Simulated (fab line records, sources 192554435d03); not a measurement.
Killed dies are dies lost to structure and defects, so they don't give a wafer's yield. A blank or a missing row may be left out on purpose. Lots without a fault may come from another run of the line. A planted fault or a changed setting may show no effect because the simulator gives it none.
Chamber matching | flow n5_finfet | N5_BEOL_M10_STRIP_19 on rie_diel-01: 4 sister chambers
The step strips in O2. 20 wafers are shown with their chamber, then 10 later ones without.

WAFERS WITH THEIR CHAMBER
wafer  | chamber | drypump_motor_current_A (A) | showerhead_plenum_p_Torr (Torr) | throttle_valve_pct (%)
L075.3 | 2       | 5.5                         | 2.13                            | 16.52
L075.4 | 1       | 5.5                         | 2.16                            | 16.21
L075.5 | 2       | 5.6                         | 2.13                            | 16.51
L076.1 | 2       | 5.6                         | 2.13                            | 16.53
L076.2 | 0       | 5.6                         | 2.16                            | 16.61
L076.3 | 3       | 4.8                         | 2.07                            | 16.08
L077.3 | 0       | 5.7                         | 2.16                            | 16.60
L077.4 | 1       | 5.5                         | 2.16                            | 16.24
L077.5 | 3       | 4.8                         | 2.07                            | 16.09
L081.1 | 3       | 4.8                         | 2.07                            | 16.12
L081.3 | 2       | 5.5                         | 2.12                            | 16.54
L081.6 | 3       | 4.8                         | 2.07                            | 16.12
L083.1 | 3       | 4.8                         | 2.06                            | 16.09
L083.2 | 0       | 5.6                         | 2.16                            | 16.64
L083.3 | 1       | 5.5                         | 2.15                            | 16.28
L083.4 | 2       | 5.6                         | 2.12                            | 16.58
L083.5 | 1       | 5.5                         | 2.15                            | 16.27
L083.6 | 2       | 5.6                         | 2.12                            | 16.55
L084.3 | 0       | 5.6                         | 2.16                            | 16.65
L084.5 | 1       | 5.5                         | 2.15                            | 16.26

SIGNATURES (means of the wafers above)
reading                  | chamber 0 | chamber 1 | chamber 2 | chamber 3 | scatter within a chamber
drypump_motor_current_A  | 5.625     | 5.500     | 5.567     | 4.800     | 0.0361
showerhead_plenum_p_Torr | 2.1600    | 2.1540    | 2.1250    | 2.0680    | 0.00468
throttle_valve_pct       | 16.6250   | 16.2520   | 16.5383   | 16.1000   | 0.0241
Rule: a wafer's distance from a chamber is the root of the sum, over the readings, of the square of ((its reading less the chamber's mean) divided by the reading's scatter). The wafer belongs to the nearest chamber; if the next one is less than 2 further off, it can't be placed. The scatter: the root of (the sum of the squares of (reading less its chamber's mean) over the shown wafers, divided by (wafers less chambers)).

WAFERS WITHOUT THEIR CHAMBER
wafer  | drypump_motor_current_A (A) | showerhead_plenum_p_Torr (Torr) | throttle_valve_pct (%)
L084.6 | 5.6                         | 2.16                            | 16.64
L092.1 | 5.6                         | 2.11                            | 16.59
L092.2 | 5.7                         | 2.15                            | 16.67
L092.5 | 5.7                         | 2.15                            | 16.69
L093.1 | 5.7                         | 2.15                            | 16.68
L093.4 | 5.5                         | 2.14                            | 16.31
L093.5 | 5.7                         | 2.15                            | 16.68
L096.1 | 4.8                         | 2.05                            | 16.19
L096.3 | 5.5                         | 2.14                            | 16.31
L096.5 | 5.6                         | 2.11                            | 16.62

WHICH CHAMBER EACH WENT THROUGH
wafer  | from the rows above | in truth
L084.6 | 0                   | 0
L092.1 | 2                   | 2
L092.2 | 0                   | 0
L092.5 | 0                   | 0
L093.1 | 0                   | 0
L093.4 | 1                   | 1
L093.5 | 0                   | 0
L096.1 | 3                   | 3
L096.3 | 1                   | 1
L096.5 | 2                   | 2
Placed correctly: 10 of 10. Can't be placed from these rows: 0. Placed wrongly: 0.
